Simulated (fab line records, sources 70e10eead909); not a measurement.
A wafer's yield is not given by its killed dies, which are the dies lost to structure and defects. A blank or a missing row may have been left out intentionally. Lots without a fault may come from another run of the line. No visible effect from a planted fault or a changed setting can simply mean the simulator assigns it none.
Matching of chambers + flow nand-harc + NHARC_A_STAIRCASE_ALD_415 on ald-hk-01: 4 sister chambers
The step deposits SiO2, target thk 30 nm, pulse time 6 s, ald cycles 300. 8 wafers are shown with their chamber, then 7 later ones without.

WAFERS, EACH WITH ITS CHAMBER
| wafer  | chamber | heater-power-w (W) | precursor-pulse-height-rel |
|--------|---------|--------------------|----------------------------|
| L075.3 | 3       | 502                | 0.969                      |
| L077.6 | 3       | 507                | 1.016                      |
| L082.1 | 2       | 519                | 0.984                      |
| L082.3 | 1       | 449                | 0.992                      |
| L087.5 | 1       | 450                | 0.982                      |
| L087.6 | 0       | 440                | 1.003                      |
| L091.2 | 2       | 508                | 0.954                      |
| L091.3 | 0       | 436                | 1.030                      |

WAFERS WITHOUT THEIR CHAMBER
| wafer  | heater-power-w (W) | precursor-pulse-height-rel |
|--------|--------------------|----------------------------|
| L091.4 | 502                | 0.984                      |
| L090.2 | 456                | 1.006                      |
| L090.5 | 520                | 0.988                      |
| L090.6 | 452                | 1.001                      |
| L094.2 | 507                | 1.006                      |
| L094.3 | 506                | 1.048                      |
| L094.5 | 451                | 0.995                      |

WHICH CHAMBER EACH WENT THROUGH
| wafer  | from the rows above     | in truth |
|--------|-------------------------|----------|
| L091.4 | can't be placed: 3 or 2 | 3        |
| L090.2 | 1                       | 1        |
| L090.5 | can't be placed: 2 or 3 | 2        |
| L090.6 | 1                       | 1        |
| L094.2 | can't be placed: 3 or 2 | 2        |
| L094.3 | can't be placed: 3 or 2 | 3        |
| L094.5 | 1                       | 1        |
Correctly placed: 3 of 7. From these rows, 4 cannot be placed; in 4 the true chamber is one of the candidates. Placed wrongly: 0.
How it was worked out, from the rows above alone: a wafer's distance from a chamber is the root of the sum, over the readings, of the square of ((its reading less the chamber's mean) divided by the reading's scatter). The wafer belongs to the nearest chamber; if the next one is less than 2 further off, it can't be placed. For every chamber, the mean is computed from those of its wafers that are shown. How the scatter is found: for the shown wafers, subtract from each reading the mean of its chamber, square and add these, divide the total by (wafers less chambers), then take the root.
